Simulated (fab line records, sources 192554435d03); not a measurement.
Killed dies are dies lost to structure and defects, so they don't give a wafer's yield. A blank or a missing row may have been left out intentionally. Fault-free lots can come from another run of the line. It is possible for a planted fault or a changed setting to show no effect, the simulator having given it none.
A lot that was struck, set against a sound lot + flow n5_finfet + 15 steps out of a route of 1938
Sound: these wafers, L126.2, L126.4, L126.5. Struck: wafer L122.5 (left out: L122.1, L122.6 of the same lot, which were not struck); the cause appears at the end.
Per side, at each step with rows, come the tool, then ch with its chambers, and then its first start. Under that, the readings that differ: sound wafers + struck wafers + difference of the means + sigmas: that difference in standard deviations of wafers without a fault.
alike: words and numbers the same on both sides, and readings whose means are apart by under 2 such deviations; not compared: readings that were withheld, readings missing a value for some wafer, numbers with overlapping values and no deviation given by the record, and bounds like >300 which may hide the same value.
Wherever a step has rows on one side only, a row that says differs or no value, or a row with sigmas, the two part there. When numbers do not overlap yet have no deviation, they are printed without sigmas and do not part them. Lack of a reading on every wafer of one side parts them only where that side has two or more wafers.

first, 2 steps without rows for these wafers: N5_BEOL_M4_PEB_09 (peb time 60 s); N5_BEOL_M4_DEVELOP_10 (develop time 30 s).
N5_BEOL_M4_CD_MEAS_11 targets a cd of 16.79 nm.
  sound on cd_sem-02 ch 0, day 14 16:55; struck on cd_sem-01 ch 0, day 12 19:11
  alike: cd_nm
N5_BEOL_M4_OVL_MEAS_12:
  sound on overlay-01 ch 0, day 14 16:57; struck on overlay-02 ch 0, day 12 19:13
  alike: M4_OVL
N5_BEOL_M4_INSPECT_13: inspects for defects (brightfield).
  sound on defect_inspect-01 at day 14 17:00; struck on defect_inspect-01 at day 12 19:16
  alike: raw_defect_count
N5_BEOL_M4_DESCUM_16: chemistry O2, time 7 s.
  sound on rie_diel-01 ch 2,3, day 14 17:02; struck on rie_diel-03 ch 1, day 12 19:18
  alike: drypump_motor_current_A, oes_product_au, rf_vpp_V, showerhead_plenum_p_Torr, throttle_valve_pct
  not compared: rf_hours_counter_h
N5_BEOL_M4_ETCH_74: etches underlayer in N2/H2, target depth 6.5 nm, time 5.2 s.
  sound on rie_diel-01 ch 2,3, day 14 17:04; struck on rie_diel-03 ch 1, day 12 19:20
  alike: drypump_motor_current_A, etch_rf_on_time_s, oes_product_au, rf_vpp_V, showerhead_plenum_p_Torr, throttle_valve_pct
  not compared: rf_hours_counter_h
then, 1 step without rows for these wafers: N5_BEOL_M4_ETCH_63 (etches SiARC in CF4, target depth 15.6 nm, time 26 s).
N5_BEOL_M4_ETCH_64: etches SOC in N2/H2, target depth 75 nm, overetch 22.5 nm, time 121.9 s.
  sound on rie_diel-01 ch 2,3, day 14 17:07; struck on rie_diel-03 ch 1, day 12 19:23
  alike: drypump_motor_current_A, oes_product_au, rf_vpp_V, showerhead_plenum_p_Torr, throttle_valve_pct
  not compared: rf_hours_counter_h
then, 2 steps without rows for these wafers: N5_BEOL_M4_STRIP_65 (strips in N2/H2); N5_BEOL_M4_STRIP_75 (strips in N2/H2).
N5_BEOL_M4_STRIP_66: strips in CF4.
  sound on rie_diel-01 ch 2,3, day 14 17:15; struck on rie_diel-03 ch 1, day 12 19:31
  alike: drypump_motor_current_A, oes_product_au, rf_vpp_V, showerhead_plenum_p_Torr, throttle_valve_pct
  not compared: rf_hours_counter_h
N5_BEOL_M4_HM_OPEN_17: chemistry Cl2/BCl3, target TiN, target depth 20 nm, overetch 6 nm.
  sound on rie_metal-02 ch 0,1, day 14 17:18; struck on rie_metal-03 ch 0, day 12 19:34
| reading                                  | sound             | struck | difference | sigmas |
|------------------------------------------|-------------------|--------|------------|--------|
| drypump_motor_current_A (A)              | 6.0 6.0 5.5       | 4.9    | -0.9       | -2     |
| throttle_valve_pct (%)                   | 21.99 22.00 22.09 | 22.41  | +0.38      | +3     |
| model.SOC_of_BEOL_M4_COAT_61.thk_nm (nm) | 52.4 52.2 52.2    | 51.6   | -0.7       |        |
  alike: bcl3_flow_sccm, oes_product_au
  not compared: rf_hours_counter_h
N5_BEOL_M4_STRIP_19: strips in O2.
  sound on rie_diel-01 ch 0,2, day 14 17:25; struck on rie_diel-04 ch 1, day 12 19:40
  alike: drypump_motor_current_A, oes_product_au, rf_vpp_V, showerhead_plenum_p_Torr, throttle_valve_pct
  not compared: rf_hours_counter_h
N5_BEOL_M4_RC_MEAS_101:
  sound on prober-02 ch 0, day 15 03:14; struck on prober-02 ch 0, day 13 11:42
  alike: DIBL_N, DIBL_P, IOFF_N, IOFF_P, ION_N, ION_P, SS_N, SS_P, VT_N, VT_P

== WHERE THEY PART ==
At N5_BEOL_M4_HM_OPEN_17 and nowhere else, as far as this record goes. Later steps at which nothing parts them and some readings are alike: N5_BEOL_M4_STRIP_19, N5_BEOL_M4_RC_MEAS_101.

WHY: the cause the simulator had injected
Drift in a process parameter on rie_metal-03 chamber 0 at N5_BEOL_M4_HM_OPEN_17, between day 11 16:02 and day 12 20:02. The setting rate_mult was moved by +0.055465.
